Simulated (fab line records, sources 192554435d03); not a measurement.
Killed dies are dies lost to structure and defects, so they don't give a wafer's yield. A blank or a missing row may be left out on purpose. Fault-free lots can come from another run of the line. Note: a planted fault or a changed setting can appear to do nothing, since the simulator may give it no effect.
A single fault, viewed from 3 desks :: flow n5_finfet :: each desk has only its own numbers; what lay behind them comes last

METROLOGY DESK
Means of the sampled wafers that have a number, per lot and without regard to the tool the lot ran on: this is what the gauges read. Marked OUT: a lot whose mean sits more than 4 standard deviations from the usual mean, which makes it out of limits; the brackets give that distance. It has 11 readings, of which 7 appear: the earliest out of limits, and the ones furthest out on some lot.
Columns: A = M2_THK at N5_BEOL_M2_THK_MEAS_53, usual 39.5 nm; B = DIBL_N at N5_BEOL_M4_RC_MEAS_101, usual 36.2 mV/V; C = IOFF_N at N5_BEOL_M4_RC_MEAS_101, usual 0.16 nA/um; D = IOFF_P at N5_BEOL_M4_RC_MEAS_101, usual 0.22 nA/um; E = ION_P at N5_BEOL_M4_RC_MEAS_101, usual 463 uA/um; F = SS_N at N5_BEOL_M4_RC_MEAS_101, usual 71.4 mV/dec; G = VT_N at N5_BEOL_M4_RC_MEAS_101, usual 250 mV
lot: L715
first seen here: day 7 00:19
A: 39.2
B: 36.1
C: 0.14
D: 0.17
E: 449
F: 71.4
G: 252

lot: L719
first seen here: day 8 04:22
A: 39.5
B: 36.8
C: 0.14
D: 0.19
E: 461
F: 71.5
G: 249

lot: L723
first seen here: day 9 02:56
A: 91.2 (+40) OUT
B: 37.7
C: 0.22
D: 0.30
E: 464
F: 71.6
G: 245

lot: L726
first seen here: day 9 15:28
A: 93.5 (+42) OUT
B: 36.0
C: 0.15
D: 0.24
E: 471
F: 71.7
G: 250

lot: L730
first seen here: day 10 23:17
A: 99.2 (+46) OUT
B: 35.3
C: 0.15
D: 0.20
E: 465
F: 71.4
G: 248

lot: L733
first seen here: day 11 14:53
A: 39.0
B: 34.9
C: 0.15
D: 0.23
E: 467
F: 71.2
G: 250

lot: L735
first seen here: day 12 10:22
A: 40.5
B: 38.8
C: 0.17
D: 0.22
E: 460
F: 71.6
G: 249

lot: L734
first seen here: day 12 17:16
A: 40.3
B: 35.6
C: 0.15
D: 0.18
E: 454
F: 71.7
G: 250

lot: L737
first seen here: day 13 03:23
A: 39.8
B: 34.7
C: 0.13
D: 0.19
E: 465
F: 70.5
G: 254

lot: L738
first seen here: day 13 13:28
A: 38.6
B: 36.6
C: 0.16
D: 0.22
E: 468
F: 72.0
G: 249
Per this desk, out of limits: L723, L726, L730; the first was L723, day 9 02:56 (M2_THK at N5_BEOL_M2_THK_MEAS_53). L715, L719, L733, L735, L734, L737, L738: within limits.

AT THE TOOL OWNER'S DESK: cmp-02
The tool's own readings at N5_BEOL_M2_CMP_52 (polishes, stops on SiOC, t overpolish 6.8 s, target thk 40 nm): means of the sampled wafers that have a number, for each lot that ran on this tool. Marked OUT: a lot whose mean sits more than 4 standard deviations from the usual mean, which makes it out of limits; the brackets give that distance.
Columns: A = barrier_field_endpoint_s at N5_BEOL_M2_CMP_52, usual 24.8 s; B = motor_current_A at N5_BEOL_M2_CMP_52, usual 5.9 A; C = overpolish_run_s at N5_BEOL_M2_CMP_52, usual 6.798 s; D = slurry_flow_ml_min at N5_BEOL_M2_CMP_52, usual 150.1; E = time_to_endpoint_s at N5_BEOL_M2_CMP_52, usual 62 s
lot: L715
first seen here: day 7 00:02
A: 23.9
B: 5.7
C: 6.802
D: 150.0
E: 58

lot: L719
first seen here: day 8 04:11
A: 24.6
B: 6.1
C: 6.798
D: 149.8
E: 61

lot: L723
first seen here: day 9 02:40
A: 33.2 (+14) OUT
B: 6.0
C: 3.406 (-99 or more) OUT
D: 150.0
E: 72

lot: L726
first seen here: day 9 15:10
A: 32.8 (+13) OUT
B: 5.7
C: 3.419 (-99 or more) OUT
D: 149.7
E: 70

lot: L730
first seen here: day 10 23:04
A: 32.7 (+13) OUT
B: 5.9
C: 3.422 (-99 or more) OUT
D: 149.9
E: 72

lot: L738
first seen here: day 13 13:13
A: 24.4
B: 6.3
C: 6.800
D: 150.2
E: 57
This desk finds L723, L726, L730 out of limits, L723 being first, at day 9 02:40 (barrier_field_endpoint_s at N5_BEOL_M2_CMP_52). L715, L719, L738: within limits.

THE DEFECT DESK
Inspection counts along the route, by lot: the mean over sampled wafers that carry a number. Marked OUT: a lot whose mean sits more than 4 standard deviations from the usual mean, which makes it out of limits; the brackets give that distance.
Columns: A = raw_defect_count at N5_BEOL_M2_INSPECT_59, usual 71
lot: L715
first seen here: day 7 00:37
A: 99

lot: L719
first seen here: day 8 04:39
A: 76

lot: L723
first seen here: day 9 03:13
A: 3032 (+99 or more) OUT

lot: L726
first seen here: day 9 15:45
A: 2918 (+99 or more) OUT

lot: L730
first seen here: day 10 23:34
A: 2945 (+99 or more) OUT

lot: L733
first seen here: day 11 15:10
A: 43

lot: L735
first seen here: day 12 10:41
A: 95

lot: L734
first seen here: day 12 17:34
A: 78

lot: L737
first seen here: day 13 03:40
A: 50

lot: L738
first seen here: day 13 13:46
A: 63
This desk finds L723, L726, L730 out of limits, L723 being first, at day 9 03:13 (raw_defect_count at N5_BEOL_M2_INSPECT_59). L715, L719, L733, L735, L734, L737, L738: within limits.

PUT TOGETHER
On L723, L726, L730, at day 9 02:40, an alarm was possible from the tool owner's desk.
Metrology desk: alarm possible at day 9 02:56 on L723, L726, L730.
The defect desk could have raised an alarm at day 9 03:13, on L723, L726, L730.
Every lot named ran N5_BEOL_M2_CMP_52 on cmp-02.

WHAT WAS PUT IN BY THE SIMULATOR
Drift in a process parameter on cmp-02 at N5_BEOL_M2_CMP_52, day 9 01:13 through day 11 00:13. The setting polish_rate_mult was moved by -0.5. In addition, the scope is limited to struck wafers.
Shown lots that were struck: L723, L726, L730.
Hours from the fault's start to each desk's first reading out of limits: the tool owner's desk, 1; the metrology desk, 2; the defect desk, 2.
